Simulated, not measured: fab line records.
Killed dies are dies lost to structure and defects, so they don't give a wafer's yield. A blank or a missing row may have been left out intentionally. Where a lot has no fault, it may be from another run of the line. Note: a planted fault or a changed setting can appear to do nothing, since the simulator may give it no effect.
fab line records | flow n5-finfet
record lots=10 | wafers=30 | last-day=18
route steps=1938 shown MIM_BOT@1833 MIM_TOP_LITHO@1847 PASS1_CAP@1874 TV_OPEN@1888
lots that met no fault: from a run of the same line without faults
start-h: hours from the record's first day to the start of the lot's first wafer shown | wait-h: hours since the lot's step before | " unchanged from the row above | L1.1+2: a row that stands for several wafers | - no value, or no start given | * or withheld: withheld | < > ~ a bound
route shown NAME@n: NAME is a module with steps in the file, n the number in the route of the first one | usual: average and standard deviation across the fault-free wafers | same: alike in all rows | chamber/n: place in a boat | sites: each site's reading | _std_site: the values' standard deviation | _edge_site: inner sites' mean taken away from outer sites' mean | radius-mm: how far each site lies from the wafer's centre | mask NAME#n: copy n | behind: the tool/chamber that last shaped the wafer | hold: reason for holding the lot/hours on hold/outcome of the hold | device: the n, p or np transistor that did not switch | end of line: tests run on the same wafers once the route is complete | where a step has no rows: the recipe by itself | killed: dies that structure and defects cost at the first sort, which is not the same as the wafer's yield | map: a wafer's dies, marking killed ones x, the rest . and places with no die _
set.NAME: the run value of the setting; set.NAME@STEP: its run value at that earlier step | model.NAME: the simulator's own value behind a step, which no gauge read
route steps across a sampled set of lots; one table per step, one row per wafer
services: from which hour (start-h, from the record's first day; less than 0 if before it) a tool's chamber was out of use, for how many hours, and why
## steps
# step N5_MIM_BOT_SPUTTER_00
# recipe material=TiN | target-thk-a=350 | temp-c=200 | power-w=3000 | chamber-pressure-pa=0.49996 | gas=Ar | reactive-partial-pa=0.37997 | time-s=89.7
# usual throttle-valve-pct=30.4/1.2
lot.wafer | tool           | chamber | start-h | wait-h | throttle-valve-pct
L356.2    | pvd-sputter-03 | -       | 273.37  | 0.0    | 30.1
L356.4    | "              | -       | "       | "      | 28.8
L356.5    | "              | -       | "       | "      | 30.0
L357.3    | pvd-sputter-03 | -       | 277.53  | 0.0    | 32.6
L357.5    | "              | -       | "       | "      | 32.7
L357.6    | "              | -       | "       | "      | 29.9
L361.1    | pvd-sputter-03 | -       | 300.77  | 0.0    | 32.8
L361.2    | "              | -       | "       | "      | 31.9
L361.3    | "              | -       | "       | "      | 29.0
L362.1    | pvd-sputter-01 | -       | 307.63  | 0.0    | 29.5
L362.3    | "              | -       | "       | "      | 30.2
L362.5    | "              | -       | "       | "      | 29.3
L369.1    | pvd-sputter-03 | -       | 348.48  | 0.0    | 29.0
L369.2    | "              | -       | "       | "      | 32.9
L369.4    | "              | -       | "       | "      | 31.9
L370.1    | pvd-sputter-02 | -       | 348.69  | 0.0    | 30.4
L370.2    | "              | -       | "       | "      | 30.8
L370.3    | "              | -       | "       | "      | 30.4
L375.1    | pvd-sputter-02 | -       | 367.84  | 0.0    | 30.0
L375.2    | "              | -       | "       | "      | 30.6
L375.3    | "              | -       | "       | "      | 28.4
L373.1    | pvd-sputter-02 | -       | 371.66  | 0.0    | 30.9
L373.4    | "              | -       | "       | "      | 28.0
L373.6    | "              | -       | "       | "      | 30.4
L376.1    | pvd-sputter-02 | -       | 389.66  | 0.0    | 30.7
L376.3    | "              | -       | "       | "      | 30.3
L376.4    | "              | -       | "       | "      | 30.5
L371.3    | pvd-sputter-03 | -       | 411.45  | 0.0    | 30.2
L371.4    | "              | -       | "       | "      | 31.9
L371.6    | "              | -       | "       | "      | 31.7
# step N5_MIM_TOP_LITHO_CD_MEAS_08
# recipe target-cd-nm=2000 | landing-energy-ev=500 | detector=se-inlens
# usual cd-nm=1999.7/1.4
# same landing-energy-ev=500
lot.wafer | tool      | chamber | start-h | wait-h | cd-nm
L356.2    | cd-sem-02 | 0       | 274.83  | -      | 1998.1
L356.4    | "         | 0       | "       | "      | 2001.8
L356.5    | "         | 0       | "       | "      | 1999.7
L357.3    | cd-sem-03 | 0       | 279.34  | -      | 1997.7
L357.5    | "         | 0       | "       | "      | 1997.1
L357.6    | "         | 0       | "       | "      | 1997.8
L361.1    | cd-sem-03 | 0       | 302.10  | -      | 1999.5
L361.2    | "         | 0       | "       | "      | 2001.1
L361.3    | "         | 0       | "       | "      | 2000.1
L362.1    | cd-sem-01 | 0       | 309.04  | -      | 1999.8
L362.3    | "         | 0       | "       | "      | 1999.1
L362.5    | "         | 0       | "       | "      | 1999.8
L369.1    | cd-sem-03 | 0       | 349.78  | -      | 2000.2
L369.2    | "         | 0       | "       | "      | 1999.8
L369.4    | "         | 0       | "       | "      | 2002.7
L370.1    | cd-sem-03 | 0       | 351.91  | -      | 2001.7
L370.2    | "         | 0       | "       | "      | 2000.4
L370.3    | "         | 0       | "       | "      | 1999.2
L375.1    | cd-sem-02 | 0       | 369.14  | -      | 1998.1
L375.2    | "         | 0       | "       | "      | 2000.0
L375.3    | "         | 0       | "       | "      | 1998.4
L373.1    | cd-sem-02 | 0       | 373.39  | -      | 1998.3
L373.4    | "         | 0       | "       | "      | 1999.5
L373.6    | "         | 0       | "       | "      | 1999.4
L376.1    | cd-sem-02 | 0       | 390.68  | -      | 2001.0
L376.3    | "         | 0       | "       | "      | 2000.0
L376.4    | "         | 0       | "       | "      | 2001.2
L371.3    | cd-sem-01 | 0       | 413.44  | -      | 2000.4
L371.4    | "         | 0       | "       | "      | 1999.3
L371.6    | "         | 0       | "       | "      | 1998.6
# step N5_PASSIVATION_PECVD_01
# recipe material=SiNx | target-thk-a=2000 | temp-c=400 | precursor=SiH4/NH3/N2 | pressure-torr=4.9 | rf-w=1406 | time-s=43.2
# usual heater-power-w=386/93 | showerhead-plenum-p-Torr=8.65/0.068 | throttle-valve-pct=29.0/1.6
lot.wafer | tool     | chamber | start-h | wait-h | heater-power-w | showerhead-plenum-p-Torr | since-wet-clean-h | throttle-valve-pct
L356.2    | pecvd-03 | 1       | 276.58  | 0.0    | 367            | 8.70                     | 1887              | 31.7
L356.4    | "        | 0       | "       | "      | 520            | 8.71                     | -                 | 29.8
L356.5    | "        | 2       | "       | "      | 382            | 8.62                     | -                 | 27.4
L357.3    | pecvd-02 | 1       | 281.24  | 0.0    | 291            | 8.77                     | 1529              | 30.6
L357.5    | "        | 2       | "       | "      | 254            | 8.58                     | -                 | 27.5
L357.6    | "        | 1       | "       | "      | 303            | 8.78                     | -                 | 30.8
L361.1    | pecvd-03 | 1       | 304.20  | 0.0    | 412            | 8.70                     | 1914              | 31.9
L361.2    | "        | 0       | "       | "      | 489            | 8.73                     | 1189              | 30.0
L361.3    | "        | 2       | "       | "      | 405            | 8.61                     | 406               | 27.6
L362.1    | pecvd-03 | 0       | 311.37  | 0.0    | 406            | 8.76                     | 1197              | 30.0
L362.3    | "        | 2       | "       | "      | 387            | 8.59                     | 413               | 27.3
L362.5    | "        | 1       | "       | "      | 310            | 8.70                     | -                 | 31.9
L369.1    | pecvd-02 | 0       | 351.84  | 0.0    | 424            | 8.55                     | 874               | 29.8
L369.2    | "        | 1       | "       | "      | 255            | 8.74                     | 1599              | 30.9
L369.4    | "        | 0       | "       | "      | 431            | 8.57                     | -                 | 30.4
L370.1    | pecvd-04 | 2       | 354.42  | 0.0    | 552            | 8.62                     | 504               | 27.6
L370.2    | "        | 1       | "       | "      | 497            | 8.62                     | 1783              | 27.3
L370.3    | "        | 0       | "       | "      | 249            | 8.63                     | 1058              | 28.5
L375.1    | pecvd-04 | 0       | 370.89  | 0.0    | 307            | 8.62                     | 1075              | 28.5
L375.2    | "        | 1       | "       | "      | 422            | 8.64                     | 1800              | 27.2
L375.3    | "        | 2       | "       | "      | 498            | 8.63                     | 520               | 27.7
L373.1    | pecvd-04 | 1       | 375.19  | 0.0    | 484            | 8.66                     | 1804              | 27.3
L373.4    | "        | 0       | "       | "      | 233            | 8.64                     | -                 | 29.0
L373.6    | "        | 1       | "       | "      | 478            | 8.64                     | -                 | 27.5
L376.1    | pecvd-03 | 1       | 392.48  | 0.0    | 358            | 8.72                     | 2003              | 32.0
L376.3    | "        | 2       | "       | "      | 453            | 8.61                     | 494               | 27.5
L376.4    | "        | 2       | "       | "      | 292            | 8.58                     | -                 | 27.4
L371.3    | pecvd-04 | 1       | 415.57  | 0.0    | 384            | 8.63                     | -                 | 27.3
L371.4    | "        | 2       | "       | "      | 563            | 8.63                     | -                 | 27.9
L371.6    | "        | 1       | "       | "      | 415            | 8.63                     | -                 | 27.1
# step N5_PASSIVATION_VIA_ETCH_13
# recipe chemistry=CHF3/O2 | target=SiO2 | target-depth-a=6600 | CHF3_flow_sccm=50 | O2_flow_sccm=5 | Ar_flow_sccm=200 | time-s=330 | mask-material=PR | pressure-mtorr=30 | source-w=650 | bias-w=170 | ion-energy-ev=200 | ends=cleared
# usual CHF3_flow_sccm=49.99/0.15 | drypump-motor-current-A=5.8/0.41 | etch-rf-on-time-s=235/3.7 | mfc-ar-sccm=200.0/0.58 | oes_f_703_au=0.79/0.068 | oes-product-au=0.72/0.063 | rf-fwd-power-W=647.9/2.2 | rf-vpp-V=521/4.9 | showerhead-plenum-p-Torr=2.42/0.092 | throttle-valve-pct=18.91/0.22
lot.wafer | tool        | chamber | start-h | wait-h | CHF3_flow_sccm | drypump-motor-current-A | etch-rf-on-time-s | mfc-ar-sccm | oes_f_703_au | oes-product-au | rf-fwd-power-W | rf-hours-counter-h | rf-vpp-V | showerhead-plenum-p-Torr | throttle-valve-pct
L356.2    | rie-diel-03 | 1       | 277.21  | 0.0    | 50.02          | 6.0                     | 235               | 200.2       | 0.71         | 0.65           | 645.3          | 219                | 512      | 2.29                     | 18.93
L356.4    | "           | 1       | "       | "      | 49.99          | 6.0                     | 241               | 200.6       | 0.71         | 0.64           | 646.0          | -                  | 513      | 2.29                     | 18.94
L356.5    | "           | 2       | "       | "      | 50.03          | 6.2                     | 239               | 199.7       | 0.80         | 0.72           | 644.1          | -                  | 523      | 2.43                     | 18.70
L357.3    | rie-diel-03 | 2       | 282.50  | 0.0    | 50.16          | 6.2                     | 236               | 199.8       | 0.80         | 0.73           | 644.9          | 101                | 523      | 2.43                     | 18.71
L357.5    | "           | 3       | "       | "      | 49.95          | 6.1                     | 237               | 199.9       | 0.88         | 0.81           | 647.8          | -                  | 522      | 2.56                     | 19.02
L357.6    | "           | 1       | "       | "      | 49.79          | 6.0                     | 241               | 199.3       | 0.71         | 0.64           | 644.9          | -                  | 511      | 2.29                     | 18.94
L361.1    | rie-diel-03 | 2       | 306.84  | 0.0    | 49.73          | 6.1                     | 235               | 200.3       | 0.79         | 0.72           | 646.7          | 109                | 524      | 2.42                     | 18.71
L361.2    | "           | 0       | "       | "      | 49.79          | 5.4                     | 230               | 199.5       | 0.73         | 0.66           | 649.2          | 187                | 523      | 2.40                     | 19.13
L361.3    | "           | 1       | "       | "      | 50.09          | 6.0                     | 258               | 200.3       | 0.53         | 0.60           | 490.8          | 229                | 586      | 2.29                     | 18.93
L362.1    | rie-diel-03 | 3       | 312.93  | 0.0    | 50.04          | 6.1                     | 228               | 200.4       | 0.86         | 0.78           | 646.8          | 59                 | 523      | 2.55                     | 19.07
L362.3    | "           | 0       | "       | "      | 50.12          | 5.4                     | 232               | 199.4       | 0.72         | 0.65           | 647.0          | 191                | 526      | 2.40                     | 19.13
L362.5    | "           | 1       | "       | "      | 50.06          | 6.0                     | 260               | 199.9       | 0.53         | 0.60           | 489.2          | -                  | 586      | 2.29                     | 18.93
L369.1    | rie-diel-04 | 3       | 355.04  | 0.0    | 50.07          | 6.0                     | 232               | 201.0       | 0.73         | 0.64           | 648.0          | 196                | 512      | 2.29                     | 18.88
L369.2    | "           | 1       | "       | "      | 49.92          | 5.4                     | 234               | 200.8       | 0.82         | 0.72           | 643.6          | 90                 | 512      | 2.34                     | 19.26
L369.4    | "           | 2       | "       | "      | 50.13          | 4.8                     | 242               | 200.1       | 0.71         | 0.62           | 649.3          | 216                | 520      | 2.48                     | 18.77
L370.1    | rie-diel-05 | 3       | 355.76  | 0.0    | 49.86          | 5.3                     | 238               | 201.1       | 0.89         | 0.80           | 647.7          | 33                 | 520      | 2.36                     | 18.49
L370.2    | "           | 2       | "       | "      | 49.59          | 5.4                     | 235               | 199.4       | 0.79         | 0.71           | 649.7          | 131                | 525      | 2.51                     | 18.82
L370.3    | "           | 0       | "       | "      | 50.17          | 6.3                     | 232               | 200.6       | 0.78         | 0.72           | 649.2          | 113                | 523      | 2.33                     | 19.19
L375.1    | rie-diel-05 | 2       | 373.37  | 0.0    | 49.99          | 5.4                     | 234               | 200.0       | 0.79         | 0.71           | 644.6          | 136                | 527      | 2.50                     | 18.84
L375.2    | "           | 0       | "       | "      | 49.91          | 6.4                     | 229               | 200.1       | 0.78         | 0.71           | 647.8          | 119                | 524      | 2.33                     | 19.20
L375.3    | "           | 1       | "       | "      | 50.23          | 5.3                     | 233               | 198.3       | 0.81         | 0.72           | 646.5          | 123                | 520      | 2.52                     | 18.75
L373.1    | rie-diel-04 | 1       | 376.56  | 0.0    | 50.08          | 5.4                     | 228               | 199.7       | 0.81         | 0.72           | 648.7          | 98                 | 510      | 2.33                     | 19.27
L373.4    | "           | 0       | "       | "      | 49.84          | 6.3                     | 241               | 200.4       | 0.69         | 0.63           | 645.2          | -                  | 521      | 2.38                     | 18.87
L373.6    | "           | 1       | "       | "      | 50.23          | 5.4                     | 229               | 199.4       | 0.81         | 0.71           | 647.2          | -                  | 510      | 2.33                     | 19.26
L376.1    | rie-diel-05 | 3       | 394.26  | 0.0    | 50.08          | 5.3                     | 236               | 199.8       | 0.85         | 0.79           | 646.5          | 47                 | 518      | 2.36                     | 18.53
L376.3    | "           | 1       | "       | "      | 49.77          | 5.4                     | 231               | 198.4       | 0.80         | 0.71           | 650.7          | 130                | 521      | 2.52                     | 18.79
L376.4    | "           | 0       | "       | "      | 49.96          | 6.3                     | 236               | 200.2       | 0.77         | 0.70           | 646.1          | 127                | 523      | 2.32                     | 19.20
L371.3    | rie-diel-03 | 1       | 418.55  | 0.0    | 49.99          | 6.0                     | 237               | 200.8       | 0.92         | 0.83           | 644.7          | 13                 | 519      | 2.56                     | 18.59
L371.4    | "           | 3       | "       | "      | 49.98          | 6.1                     | 234               | 200.2       | 0.81         | 0.74           | 650.0          | 96                 | 522      | 2.54                     | 19.11
L371.6    | "           | 1       | "       | "      | 49.83          | 6.0                     | 236               | 199.6       | 0.92         | 0.83           | 646.3          | -                  | 519      | 2.56                     | 18.60
## services
tool           | chamber | start-h | hours | kind
pecvd-04       | 2       | 249.51  | 2.1   | scheduled-down
pecvd-03       | 2       | 250.98  | 2.1   | scheduled-down
pecvd-02       | 1       | 254.31  | 5.5   | scheduled-down
rie-diel-04    | 2       | 270.32  | 2.7   | repair
pecvd-03       | -       | 275.77  | 0.4   | repair
pecvd-03       | -       | 280.65  | 5.5   | pm
rie-diel-04    | 2       | 293.38  | 3.7   | repair
pecvd-04       | -       | 324.79  | 6.0   | pm
pvd-sputter-03 | -       | 340.49  | 2.0   | repair
rie-diel-03    | 1       | 352.01  | -     | clean
rie-diel-03    | 1       | 352.01  | -     | consumable-replace:focus-ring
rie-diel-03    | 1       | 352.01  | -     | consumable-replace:showerhead
rie-diel-03    | 1       | 352.01  | 10.5  | scheduled-down
rie-diel-03    | 1       | 352.01  | 10.5  | vent-cycle
rie-diel-03    | -       | 370.21  | 10.0  | pm
rie-diel-04    | 2       | 373.47  | 3.8   | repair
pecvd-02       | 2       | 380.61  | 2.1   | scheduled-down
pecvd-02       | -       | 394.69  | 5.5   | pm
pvd-sputter-01 | -       | 402.01  | 2.4   | repair
pvd-sputter-01 | -       | 408.37  | 1.7   | repair
pecvd-04       | 0       | 414.11  | 5.5   | scheduled-down
## key
first-sign step=N5_PASSIVATION_VIA_ETCH_13 | reading=rf-fwd-power-W | direction=down | sigmas=73 | usual=* | struck=*
effect step=N5_PASSIVATION_VIA_ETCH_13 | reading=rf-vpp-V | direction=up | sigmas=13 | usual=521 | struck=586
met-at N5_PASSIVATION_VIA_ETCH_13
struck-lots L361,L362
struck-wafers L361.3,L362.5
not-acting-at N5_MIM_BOT_SPUTTER_00,N5_MIM_TOP_LITHO_CD_MEAS_08,N5_PASSIVATION_PECVD_01
onset-between 282.50 306.84
fault kind=process-parameter-drift | tool=rie-diel-03 | chamber=1 | onset-h=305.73 | steps=N5_PASSIVATION_VIA_ETCH_13 | channel=source-w | offset=-156 | shape=step | end-h=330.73 | acts-in=these-recipes-only | stated=650
